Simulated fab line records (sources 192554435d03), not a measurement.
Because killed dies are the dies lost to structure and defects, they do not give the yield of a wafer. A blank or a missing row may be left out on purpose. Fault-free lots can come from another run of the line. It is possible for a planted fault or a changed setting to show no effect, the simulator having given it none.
Split-lot study -- flow n5-finfet -- 21 wafers read across 7 lots, on a route 1938 steps long

SPLIT DETAILS
At N5_BEOL_M14_EXPOSE_07 (exposes mask V13), the setting dose-mj was moved away from the recipe's 57 on 9 of the 21 wafers read, by -6.8% to +2.3%. This setting was run at the recipe's value on the other wafers.

FROM THE SPLIT TO THE READING: what the file shows between them, 6 steps
- N5_BEOL_M14_PEB_08: peb time 90 s
- N5_BEOL_M14_DEVELOP_09: develop time 45 s
- N5_BEOL_M14_HARDBAKE_14: time 120 s
- N5_BEOL_M14_CD_MEAS_10: target cd 250 nm
- N5_BEOL_M14_STRIP_71: strips in post etch residue remover, time 60 s
- N5_BEOL_M14_SRD_72: time 30 s, dry time 30 s

THE READING
At N5_BEOL_M14_CD_MEAS_17: cd-nm in nanometres, against a target cd of 250 nm. Typical for fault-free wafers on this fab line: 251.1 nm, with standard deviation 1.9 nm.

wafer,"tool, chamber at the split",dose-mj as run,against the recipe,"cd-nm, nm",against lot-mates on the recipe
L086.3,"krf-scanner-01, 0",57,recipe,252.6,-
L086.4,"krf-scanner-01, 0",57,recipe,252.3,-
L086.6,"krf-scanner-01, 0",57,recipe,251.5,-
L088.3,"krf-scanner-01, 0",55.79,-2.1%,246.7,-5.4
L088.4,"krf-scanner-01, 0",55.79,-2.1%,248.5,-3.6
L088.5,"krf-scanner-01, 0",57,recipe,252.1,-
L087.1,"krf-scanner-02, 0",54.79,-3.9%,244.9,-5.7
L087.3,"krf-scanner-02, 0",57,recipe,250.6,-
L087.6,"krf-scanner-02, 0",54.79,-3.9%,243.4,-7.2
L090.1,"krf-scanner-01, 0",58.3,+2.3%,254.1,no lot-mate on the recipe
L090.5,"krf-scanner-01, 0",58.3,+2.3%,252.9,no lot-mate on the recipe
L090.6,"krf-scanner-01, 0",58.3,+2.3%,257.1,no lot-mate on the recipe
L093.2,"krf-scanner-01, 0",57,recipe,253.0,-
L093.4,"krf-scanner-01, 0",55.59,-2.5%,245.3,-5.5
L093.5,"krf-scanner-01, 0",57,recipe,248.7,-
L096.1,"krf-scanner-02, 0",57,recipe,250.4,-
L096.2,"krf-scanner-02, 0",57,recipe,253.1,-
L096.6,"krf-scanner-02, 0",53.15,-6.8%,240.1,-11.7
L097.4,"krf-scanner-01, 0",57,recipe,255.6,-
L097.5,"krf-scanner-01, 0",57,recipe,250.8,-
L097.6,"krf-scanner-01, 0",57,recipe,253.3,-

THE FIT
A straight line over all 21 wafers: cd-nm changes by +1.77 nm for each +1% of dose-mj; r = +0.92; the points scatter about the line by 1.7 nm.
The same after taking each lot's own level away (the mean of its wafers on the recipe; 18 wafers): +1.75 nm for each +1%; r = +0.93; scatter 1.4 nm.
According to that fit, moving dose-mj by its largest amount changes the reading by 12 nm.
Measured against the standard deviation above, the lots' own levels, which go from 250.60 to 253.23 nm, span 1.4 times it.
Hence the lot-to-lot level has little effect on the slope; both slopes agree.
Check: -12.3 nm against its lot-mates is what the line predicts for one of the wafers moved furthest among these (-6.8%) when that wafer is left out of the fit. It came out at -11.7 nm against them.

ADDITIONAL SPLITS CARRIED BY THESE WAFERS
These wafers also went through other splits before the reading. Each is held against what the fit with the lots' levels taken away leaves over:
other split on the same wafers,wafers away from the commonest value,r with cd-nm (lot level and that fit taken away)
N5_BEOL_M10_COAT_60 spin-rpm,7,+0.19
N5_BEOL_M11_COAT_05 spin-rpm,8,-0.19
N5_BEOL_M13_COAT_22 spin-rpm,7,+0.04
N5_BEOL_M13_ETCH_68 time-s,11,-0.04

THE WHOLE CHAIN: every reading that the file lists as answering this split, in the file's order
step,what it does,reading,change (the file's fit),r (the file's)
N5_BEOL_M14_CD_MEAS_10,target cd 250 nm,cd-nm,+1.64 nm for each +1% of the setting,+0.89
N5_BEOL_M14_CD_MEAS_17,target cd 250 nm,cd-nm,+1.78 nm for each +1% of the setting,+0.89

FILE'S OWN FIT
cd-nm changes by +1.78 nm for each +1% of dose-mj, r = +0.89.
